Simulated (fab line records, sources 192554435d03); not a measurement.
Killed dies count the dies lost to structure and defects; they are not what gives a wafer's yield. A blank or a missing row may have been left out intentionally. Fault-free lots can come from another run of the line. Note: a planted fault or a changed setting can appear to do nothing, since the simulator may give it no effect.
fab line records | flow n5Finfet
record lots=8 | wafers=24 | lastDay=19
route steps=1938 shown BEOL_M5@1152
lots that met no fault: from a run of the same line without faults
startH: start of the lot's first displayed wafer, in hours after the record's first day | waitH: hours from the lot's prior step to this one | " the same as in the row above | L1.1+2: one row covering several wafers at once | - either no value or no given start | * or withheld: withheld | < > ~ a bound
route shown NAME@n: NAME is a module with steps in the file, n the number in the route of the first one | usual: mean/standard deviation of fault-free wafers | same: alike in all rows | chamber/n: place in a boat | sites: readings site by site | _std_site: their standard deviation | _edge_site: mean of outer sites minus mean of inner sites | radiusMm: how far each site lies from the wafer's centre | mask NAME#n: copy n | behind: the last tool/chamber to shape the wafer | hold: cause of the lot's hold/its duration in hours/its outcome | device: transistor that didn't switch, given as n, p or np | end of line: the tests these same wafers got at the end of their route | where a step has no rows: the recipe by itself | killed: the dies lost at the first sort to structure and to defects; this is not the yield of the wafer | map: dies across one wafer; x = killed, . = not, _ = none there
set.NAME: the setting that was run; set.NAME@STEP: the one run at that earlier step | model.NAME: the simulator's own value behind a step, which no gauge read
steps of the route over a sample of lots; a table a step, a row a wafer
services: when a tool's chamber went out of use (startH, in hours from the record's first day, below 0 if earlier), for how many hours, and the reason
## steps
# step N5_BEOL_M5_ETCH_75
# recipe chemistry=N2/H2 | target=underlayer | targetDepthA=65 | maskMaterial=CAR-EUV | timeS=5.2 | ionEnergyEv=200 | pressureMtorr=30 | sourceW=840 | biasW=150 | n2FlowSccm=200 | h2FlowSccm=200 | ends=cleared
# usual biasW=150.0/0.48 | drypumpMotorCurrentA=5.8/0.4 | etchRfOnTimeS=5.13/0.13 | h2FlowSccm=199.9/0.64 | oesProductAu=0.67/0.062 | rfVppV=523.2/2.3 | showerheadPlenumPTorr=2.52/0.076 | throttleValvePct=17.91/0.22
lot.wafer | tool       | chamber | startH | waitH | biasW | drypumpMotorCurrentA | etchRfOnTimeS | h2FlowSccm | oesProductAu | rfHoursCounterH | rfVppV | showerheadPlenumPTorr | throttleValvePct
L476.3    | rieDiel-04 | 1       | 213.53 | 0.0   | 150.4 | 5.7                  | 5.24          | 200.7      | 0.72         | 67              | 522.0  | 2.47                  | 17.91
L476.4    | "          | 3       | "      | "     | 149.0 | 5.8                  | 5.17          | 200.1      | 0.60         | 231             | 524.0  | 2.52                  | 18.25
L476.5    | "          | 1       | "      | "     | 150.6 | 5.7                  | 5.29          | 200.4      | 0.71         | -               | 521.5  | 2.47                  | 17.90
L477.3    | rieDiel-01 | 1       | 232.81 | 0.0   | 149.1 | 6.2                  | 4.84          | 199.8      | 0.62         | 219             | 526.7  | 2.61                  | 17.89
L477.4    | "          | 0       | "      | "     | 149.4 | 6.2                  | 4.99          | 198.6      | 0.80         | 4               | 527.2  | 2.62                  | 18.02
L477.5    | "          | 0       | "      | "     | 150.3 | 6.2                  | 4.95          | 198.4      | 0.81         | -               | 524.3  | 2.62                  | 18.03
L479.3    | rieDiel-04 | 0       | 239.60 | 0.0   | 150.1 | 5.9                  | 5.27          | 199.2      | 0.58         | 236             | 522.1  | 2.52                  | 18.25
L479.4    | "          | 1       | "      | "     | 149.6 | 5.8                  | 5.21          | 200.0      | 0.71         | 75              | 523.0  | 2.47                  | 17.94
L479.6    | "          | 2       | "      | "     | 150.2 | 5.5                  | 5.22          | 199.0      | 0.64         | -               | 518.6  | 2.43                  | 17.59
L483.1    | rieDiel-04 | 1       | 262.99 | 0.0   | 150.0 | 5.8                  | 5.18          | 200.3      | 0.70         | 86              | 521.0  | 2.46                  | 17.94
L483.2    | "          | 0       | "      | "     | 150.4 | 5.8                  | 5.18          | 200.3      | 0.58         | 246             | 521.4  | 2.51                  | 18.26
L483.6    | "          | 2       | "      | "     | 149.5 | 5.5                  | 5.15          | 199.2      | 0.64         | -               | 523.1  | 2.43                  | 17.61
L488.3    | rieDiel-01 | 0       | 307.16 | 0.0   | 149.6 | 6.2                  | 4.99          | 199.6      | 0.76         | 24              | 523.4  | 2.62                  | 18.05
L488.5    | "          | 1       | "      | "     | 150.0 | 6.2                  | 4.87          | 199.3      | 0.60         | -               | 526.1  | 2.60                  | 17.92
L488.6    | "          | 0       | "      | "     | 150.4 | 6.2                  | 5.01          | 199.9      | 0.76         | -               | 524.9  | 2.62                  | 18.06
L491.3    | rieDiel-04 | 0       | 317.51 | 0.0   | 151.0 | 5.8                  | 5.33          | 200.2      | 0.79         | 9               | 521.4  | 2.51                  | 17.87
L491.4    | "          | 1       | "      | "     | 150.2 | 5.7                  | 5.28          | 199.4      | 0.68         | -               | 522.1  | 2.46                  | 17.97
L491.5    | "          | 2       | "      | "     | 150.2 | 5.5                  | 5.20          | 199.7      | 0.64         | -               | 520.9  | 2.42                  | 17.64
L493.3    | rieDiel-01 | 0       | 324.40 | 0.0   | 149.7 | 6.1                  | 5.03          | 200.1      | 0.74         | 31              | 526.7  | 2.61                  | 18.03
L493.5    | "          | 2       | "      | "     | 150.7 | 5.1                  | 5.08          | 199.8      | 0.70         | -               | 525.3  | 2.58                  | 17.77
L493.6    | "          | 1       | "      | "     | 149.6 | 6.2                  | 4.85          | 199.3      | 0.60         | -               | 528.0  | 2.60                  | 17.97
L495.1    | rieDiel-01 | 0       | 357.10 | 0.0   | 149.7 | 6.1                  | 5.04          | 200.7      | 0.73         | 43              | 523.8  | 2.61                  | 18.11
L495.2    | "          | 3       | "      | "     | 150.4 | 6.3                  | 5.19          | 199.7      | 0.70         | 84              | 519.9  | 2.45                  | 17.77
L495.3    | "          | 2       | "      | "     | 150.1 | 5.1                  | 5.01          | 199.5      | 0.69         | 95              | 524.3  | 2.58                  | 17.78
# step N5_BEOL_M5_TRENCH_ETCH_37
# recipe chemistry=C4F6/O2 | targetDepthA=716.52 | target=SiCOH_lowk | timeS=24.7 | ionEnergyEv=250 | pressureMtorr=30 | sourceW=345 | biasW=185 | Ar_flow_sccm=300 | C4F6_flow_sccm=10 | O2_flow_sccm=10
# usual O2_flow_sccm=9.993/0.027 | biasW=185.0/0.59 | drypumpMotorCurrentA=5.8/0.4 | oesProductAu=0.79/0.073 | rfVppV=663/16 | showerheadPlenumPTorr=2.83/0.068 | throttleValvePct=21.00/0.21
lot.wafer | tool       | chamber | startH | waitH | O2_flow_sccm | biasW | drypumpMotorCurrentA | oesProductAu | rfHoursCounterH | rfVppV | showerheadPlenumPTorr | throttleValvePct
L476.3    | rieDiel-04 | 1       | 213.76 | -     | 10.030       | 184.8 | 5.7                  | 0.85         | 67              | 661    | 2.77                  | 20.95
L476.4    | "          | 3       | "      | "     | 10.019       | 184.0 | 5.9                  | 0.71         | 231             | 670    | 2.83                  | 21.41
L476.5    | "          | 1       | "      | "     | 10.059       | 185.2 | 5.8                  | 0.84         | -               | 660    | 2.77                  | 20.94
L477.3    | rieDiel-01 | 1       | 233.04 | -     | 10.005       | 185.4 | 6.1                  | 0.70         | 219             | 665    | 2.90                  | 20.76
L477.4    | "          | 0       | "      | "     | 9.997        | 184.6 | 6.1                  | 0.95         | 4               | 697    | 2.92                  | 21.07
L477.5    | "          | 0       | "      | "     | 10.019       | 184.0 | 6.1                  | 0.95         | -               | 695    | 2.92                  | 21.07
L479.3    | rieDiel-04 | 0       | 239.84 | -     | 10.005       | 123.0 | 5.8                  | 0.63         | 236             | 484    | 2.80                  | 21.13
L479.4    | "          | 1       | "      | "     | 10.003       | 122.7 | 5.8                  | 0.77         | 76              | 475    | 2.76                  | 20.93
L479.6    | "          | 2       | "      | "     | 10.027       | 122.5 | 5.5                  | 0.70         | -               | 455    | 2.75                  | 20.81
L483.1    | rieDiel-04 | 1       | 263.22 | -     | 9.945        | 122.2 | 5.7                  | 0.77         | 86              | 476    | 2.76                  | 20.94
L483.2    | "          | 0       | "      | "     | 10.015       | 123.0 | 5.8                  | 0.63         | 246             | 484    | 2.80                  | 21.15
L483.6    | "          | 2       | "      | "     | 9.944        | 123.1 | 5.5                  | 0.69         | -               | 457    | 2.74                  | 20.85
L488.3    | rieDiel-01 | 0       | 307.39 | -     | 9.979        | 183.8 | 6.1                  | 0.90         | 24              | 696    | 2.91                  | 21.12
L488.5    | "          | 1       | "      | "     | 9.989        | 185.1 | 6.2                  | 0.69         | -               | 663    | 2.89                  | 20.79
L488.6    | "          | 0       | "      | "     | 9.993        | 184.5 | 6.2                  | 0.90         | -               | 695    | 2.91                  | 21.10
L491.3    | rieDiel-04 | 0       | 317.74 | -     | 10.039       | 185.0 | 5.8                  | 0.93         | 9               | 671    | 2.79                  | 20.84
L491.4    | "          | 1       | "      | "     | 10.005       | 184.2 | 5.8                  | 0.80         | -               | 660    | 2.75                  | 20.98
L491.5    | "          | 2       | "      | "     | 9.983        | 184.8 | 5.5                  | 0.74         | -               | 634    | 2.73                  | 20.87
L493.3    | rieDiel-01 | 0       | 324.63 | -     | 10.005       | 185.6 | 6.1                  | 0.87         | 31              | 696    | 2.91                  | 21.11
L493.5    | "          | 2       | "      | "     | 9.946        | 184.1 | 5.1                  | 0.81         | -               | 662    | 2.87                  | 20.72
L493.6    | "          | 1       | "      | "     | 9.962        | 184.5 | 6.1                  | 0.69         | -               | 663    | 2.89                  | 20.79
L495.1    | rieDiel-01 | 0       | 357.33 | -     | 9.940        | 184.8 | 6.2                  | 0.85         | 43              | 696    | 2.91                  | 21.13
L495.2    | "          | 3       | "      | "     | 9.957        | 185.0 | 6.4                  | 0.82         | 85              | 657    | 2.79                  | 21.14
L495.3    | "          | 2       | "      | "     | 10.046       | 186.3 | 5.1                  | 0.80         | 96              | 662    | 2.86                  | 20.74
# step N5_BEOL_M5_STRIP_91
# recipe chemistry=N2/H2 | timeS=10 | powerW=450 | tempC=40 | pressureMtorr=20 | rfFrequencyHz=6e+07 | biasPowerW=7 | n2FlowSccm=200 | h2FlowSccm=200
# usual drypumpMotorCurrentA=5.8/0.4 | h2FlowSccm=200.0/0.63 | oesProductAu=0.79/0.076 | rfVppV=59.2/0.88 | showerheadPlenumPTorr=2.52/0.076 | throttleValvePct=23.69/0.29
lot.wafer | tool       | chamber | startH | waitH | drypumpMotorCurrentA | h2FlowSccm | oesProductAu | rfHoursCounterH | rfVppV | showerheadPlenumPTorr | throttleValvePct
L476.3    | rieDiel-04 | 1       | -      | -     | 5.8                  | 199.7      | 0.85         | 67              | 59.1   | 2.47                  | 23.86
L476.4    | "          | 3       | "      | "     | 5.8                  | 199.2      | 0.70         | 231             | 57.9   | 2.51                  | 23.91
L476.5    | "          | 1       | "      | "     | 5.8                  | 199.6      | 0.85         | -               | 61.3   | 2.47                  | 23.86
L477.3    | rieDiel-01 | 1       | -      | -     | 6.1                  | 200.2      | 0.71         | 219             | 58.4   | 2.61                  | 23.71
L477.4    | "          | 0       | "      | "     | 6.1                  | 200.4      | 0.95         | 4               | 59.4   | 2.62                  | 23.97
L477.5    | "          | 0       | "      | "     | 6.1                  | 200.2      | 0.96         | -               | 59.6   | 2.62                  | 23.97
L479.3    | rieDiel-04 | 0       | -      | -     | 5.8                  | 200.3      | 0.69         | 236             | 58.6   | 2.51                  | 24.07
L479.4    | "          | 1       | "      | "     | 5.8                  | 199.6      | 0.84         | 76              | 59.0   | 2.46                  | 23.87
L479.6    | "          | 2       | "      | "     | 5.5                  | 201.0      | 0.76         | -               | 58.7   | 2.43                  | 23.18
L483.1    | rieDiel-04 | 1       | -      | -     | 5.7                  | 200.5      | 0.84         | 86              | 59.0   | 2.46                  | 23.87
L483.2    | "          | 0       | "      | "     | 5.8                  | 199.8      | 0.68         | 246             | 58.8   | 2.51                  | 24.09
L483.6    | "          | 2       | "      | "     | 5.5                  | 199.9      | 0.75         | -               | 60.0   | 2.42                  | 23.19
L488.3    | rieDiel-01 | 0       | -      | -     | 6.1                  | 200.1      | 0.90         | 25              | 61.2   | 2.61                  | 24.00
L488.5    | "          | 1       | "      | "     | 6.1                  | 199.9      | 0.69         | -               | 59.0   | 2.60                  | 23.72
L488.6    | "          | 0       | "      | "     | 6.1                  | 199.3      | 0.90         | -               | 61.3   | 2.61                  | 24.01
L491.3    | rieDiel-04 | 0       | -      | -     | 5.8                  | 199.7      | 0.94         | 9               | 60.0   | 2.50                  | 23.82
L491.4    | "          | 1       | "      | "     | 5.8                  | 199.2      | 0.81         | -               | 59.6   | 2.45                  | 23.92
L491.5    | "          | 2       | "      | "     | 5.5                  | 199.7      | 0.74         | -               | 60.7   | 2.41                  | 23.22
L493.3    | rieDiel-01 | 0       | -      | -     | 6.2                  | 200.7      | 0.88         | 31              | 57.9   | 2.61                  | 24.00
L493.5    | "          | 2       | "      | "     | 5.1                  | 199.9      | 0.81         | -               | 58.6   | 2.58                  | 23.56
L493.6    | "          | 1       | "      | "     | 6.1                  | 198.1      | 0.69         | -               | 59.4   | 2.60                  | 23.72
L495.1    | rieDiel-01 | 0       | -      | -     | 6.1                  | 200.9      | 0.86         | 43              | 58.6   | 2.60                  | 24.01
L495.2    | "          | 3       | "      | "     | 6.3                  | 200.6      | 0.82         | 85              | 58.3   | 2.45                  | 23.43
L495.3    | "          | 2       | "      | "     | 5.1                  | 199.7      | 0.79         | 96              | 59.2   | 2.57                  | 23.56
# step N5_BEOL_M5_OCD_MEAS_38
# usual trenchDepthNm=72.0/1.3
lot.wafer | tool   | chamber | startH | waitH | trenchDepthNm
L476.3    | ocd-01 | -       | 213.91 | -     | 71.3
L476.4    | "      | -       | "      | "     | 71.0
L476.5    | "      | -       | "      | "     | 70.9
L477.3    | ocd-01 | -       | 233.20 | -     | 73.3
L477.4    | "      | -       | "      | "     | 73.4
L477.5    | "      | -       | "      | "     | 73.9
L479.3    | ocd-01 | -       | 239.99 | -     | 62.6
L479.4    | "      | -       | "      | "     | 63.1
L479.6    | "      | -       | "      | "     | 62.7
L483.1    | ocd-02 | -       | 263.37 | -     | 62.6
L483.2    | "      | -       | "      | "     | 62.8
L483.6    | "      | -       | "      | "     | 62.2
L488.3    | ocd-02 | -       | 307.55 | -     | 75.2
L488.5    | "      | -       | "      | "     | 74.6
L488.6    | "      | -       | "      | "     | 74.3
L491.3    | ocd-02 | -       | 317.90 | -     | 70.4
L491.4    | "      | -       | "      | "     | 71.7
L491.5    | "      | -       | "      | "     | 70.9
L493.3    | ocd-02 | -       | 324.79 | -     | 72.6
L493.5    | "      | -       | "      | "     | 72.5
L493.6    | "      | -       | "      | "     | 73.1
L495.1    | ocd-02 | -       | 357.49 | -     | 73.5
L495.2    | "      | -       | "      | "     | 71.2
L495.3    | "      | -       | "      | "     | 72.7
# step N5_BEOL_M5_PRE_CLEAN_45
# recipe gas=H2/He | timeS=30 | tempC=250
# usual heaterPowerW=334/43
lot.wafer | tool          | chamber | startH | waitH | heaterPowerW
L476.3    | pvdSputter-03 | -       | 214.70 | 0.0   | 276
L476.4    | "             | -       | "      | "     | 427
L476.5    | "             | -       | "      | "     | 338
L477.3    | pvdSputter-03 | -       | 234.52 | 0.0   | 319
L477.4    | "             | -       | "      | "     | 335
L477.5    | "             | -       | "      | "     | 442
L479.3    | pvdSputter-01 | -       | 241.07 | 0.0   | 356
L479.4    | "             | -       | "      | "     | 317
L479.6    | "             | -       | "      | "     | 321
L483.1    | pvdSputter-02 | -       | 263.95 | 0.0   | 325
L483.2    | "             | -       | "      | "     | 430
L483.6    | "             | -       | "      | "     | 368
L488.3    | pvdSputter-03 | -       | 308.14 | 0.0   | 318
L488.5    | "             | -       | "      | "     | 434
L488.6    | "             | -       | "      | "     | 341
L491.3    | pvdSputter-02 | -       | 318.47 | 0.0   | 326
L491.4    | "             | -       | "      | "     | 299
L491.5    | "             | -       | "      | "     | 323
L493.3    | pvdSputter-02 | -       | 325.52 | 0.0   | 306
L493.5    | "             | -       | "      | "     | 312
L493.6    | "             | -       | "      | "     | 355
L495.1    | pvdSputter-01 | -       | 358.13 | 0.0   | 310
L495.2    | "             | -       | "      | "     | 325
L495.3    | "             | -       | "      | "     | 355
# step N5_BEOL_M5_THK_MEAS_53
# recipe thkMeasGauge=xrf | reads=Cu_of_BEOL_M5_ECD_50
# usual M5_THK=61.3/1.9
lot.wafer | tool         | chamber | startH | waitH | M5_THK[nm]
L476.3    | filmMetro-01 | -       | 221.00 | -     | 61.4
L476.4    | "            | -       | "      | "     | 61.8
L476.5    | "            | -       | "      | "     | 61.2
L477.3    | filmMetro-01 | -       | 240.44 | -     | 63.1
L477.4    | "            | -       | "      | "     | 62.1
L477.5    | "            | -       | "      | "     | 63.2
L479.3    | filmMetro-01 | -       | 246.97 | -     | 51.3
L479.4    | "            | -       | "      | "     | 52.1
L479.6    | "            | -       | "      | "     | 50.9
L483.1    | filmMetro-01 | -       | 271.61 | -     | 52.2
L483.2    | "            | -       | "      | "     | 53.7
L483.6    | "            | -       | "      | "     | 51.8
L488.3    | filmMetro-02 | -       | 314.07 | -     | 65.5
L488.5    | "            | -       | "      | "     | 64.7
L488.6    | "            | -       | "      | "     | 63.5
L491.3    | filmMetro-02 | -       | 324.22 | -     | 61.2
L491.4    | "            | -       | "      | "     | 61.7
L491.5    | "            | -       | "      | "     | 60.3
L493.3    | filmMetro-01 | -       | 340.55 | -     | 60.7
L493.5    | "            | -       | "      | "     | 60.6
L493.6    | "            | -       | "      | "     | 61.2
L495.1    | filmMetro-01 | -       | 365.41 | -     | 63.6
L495.2    | "            | -       | "      | "     | 62.9
L495.3    | "            | -       | "      | "     | 63.6
# step N5_BEOL_M5_RS_MEAS_57
# recipe thkMeasGauge=four-point-probe | reads=Co_of_BEOL_M5_CO_CAP_78+Cu_of_BEOL_M5_ECD_50+Co_of_BEOL_M5_CVD_47+TaN_of_BEOL_M5_ALD_86
# usual M5_RS=0.388/0.014
lot.wafer | tool         | chamber | startH | waitH | M5_RS[ohm/sq]
L476.3    | filmMetro-01 | -       | 221.43 | 0.1   | 0.388
L476.4    | "            | -       | "      | "     | 0.388
L476.5    | "            | -       | "      | "     | 0.389
L477.3    | filmMetro-01 | -       | 240.70 | 0.1   | 0.372
L477.4    | "            | -       | "      | "     | 0.381
L477.5    | "            | -       | "      | "     | 0.374
L479.3    | filmMetro-02 | -       | 247.23 | 0.1   | 0.484
L479.4    | "            | -       | "      | "     | 0.474
L479.6    | "            | -       | "      | "     | 0.488
L483.1    | filmMetro-01 | -       | 271.93 | 0.0   | 0.465
L483.2    | "            | -       | "      | "     | 0.449
L483.6    | "            | -       | "      | "     | 0.471
L488.3    | filmMetro-01 | -       | 314.33 | 0.1   | 0.360
L488.5    | "            | -       | "      | "     | 0.365
L488.6    | "            | -       | "      | "     | 0.374
L491.3    | filmMetro-02 | -       | 324.49 | 0.1   | 0.383
L491.4    | "            | -       | "      | "     | 0.379
L491.5    | "            | -       | "      | "     | 0.392
L493.3    | filmMetro-01 | -       | 340.81 | 0.1   | 0.391
L493.5    | "            | -       | "      | "     | 0.392
L493.6    | "            | -       | "      | "     | 0.387
L495.1    | filmMetro-01 | -       | 365.67 | 0.0   | 0.376
L495.2    | "            | -       | "      | "     | 0.382
L495.3    | "            | -       | "      | "     | 0.374
## services
tool       | chamber | startH | hours | kind
rieDiel-01 | 0       | 198.60 | -     | clean
rieDiel-01 | 0       | 198.60 | -     | consumableReplace:focusRing
rieDiel-01 | 0       | 198.60 | 23.9  | scheduledDown
rieDiel-01 | 0       | 198.60 | 23.9  | ventCycle
rieDiel-04 | 2       | 222.58 | 4.9   | repair
rieDiel-01 | -       | 240.37 | 5.9   | repair
rieDiel-01 | 2       | 252.91 | 26.0  | repair
rieDiel-01 | -       | 253.32 | 6.4   | repair
rieDiel-04 | 0       | 277.96 | -     | clean
rieDiel-04 | 0       | 277.96 | -     | consumableReplace:focusRing
rieDiel-04 | 0       | 277.96 | 19.5  | scheduledDown
rieDiel-04 | 0       | 277.96 | 19.5  | ventCycle
rieDiel-04 | 3       | 297.44 | -     | clean
rieDiel-04 | 3       | 297.44 | -     | consumableReplace:focusRing
rieDiel-04 | 3       | 297.44 | 27.5  | scheduledDown
rieDiel-04 | 3       | 297.44 | 27.5  | ventCycle
rieDiel-01 | 0       | 301.70 | 3.2   | repair
rieDiel-01 | 1       | 338.42 | -     | clean
rieDiel-01 | 1       | 338.42 | -     | consumableReplace:focusRing
rieDiel-01 | 1       | 338.42 | 24.1  | scheduledDown
rieDiel-01 | 1       | 338.42 | 24.1  | ventCycle
## key
firstSign step=N5_BEOL_M5_TRENCH_ETCH_37 | reading=biasW | direction=down | sigmas=99+ | usual=* | struck=*
effect step=N5_BEOL_M5_TRENCH_ETCH_37 | reading=rfVppV | direction=down | sigmas=12 | usual=663 | struck=472
effect step=N5_BEOL_M5_OCD_MEAS_38 | reading=trenchDepthNm | direction=down | sigmas=7.3 | usual=72.0 | struck=62.7
effect step=N5_BEOL_M5_THK_MEAS_53 | reading=M5_THK | direction=down | sigmas=4.8 | usual=61.3 | struck=52.0
effect step=N5_BEOL_M5_RS_MEAS_57 | reading=M5_RS | direction=up | sigmas=6.1 | usual=0.388 | struck=0.472
metAt N5_BEOL_M5_TRENCH_ETCH_37
struckLots L479,L483
notActingAt N5_BEOL_M5_ETCH_75,N5_BEOL_M5_STRIP_91,N5_BEOL_M5_PRE_CLEAN_45
onsetBetween 213.76 239.84
fault kind=processParameterDrift | tool=rieDiel-04 | chamber=- | onsetH=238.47 | steps=N5_BEOL_M5_TRENCH_ETCH_37 | channel=biasW | offset=* | shape=step | endH=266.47 | actsIn=* | stated=*
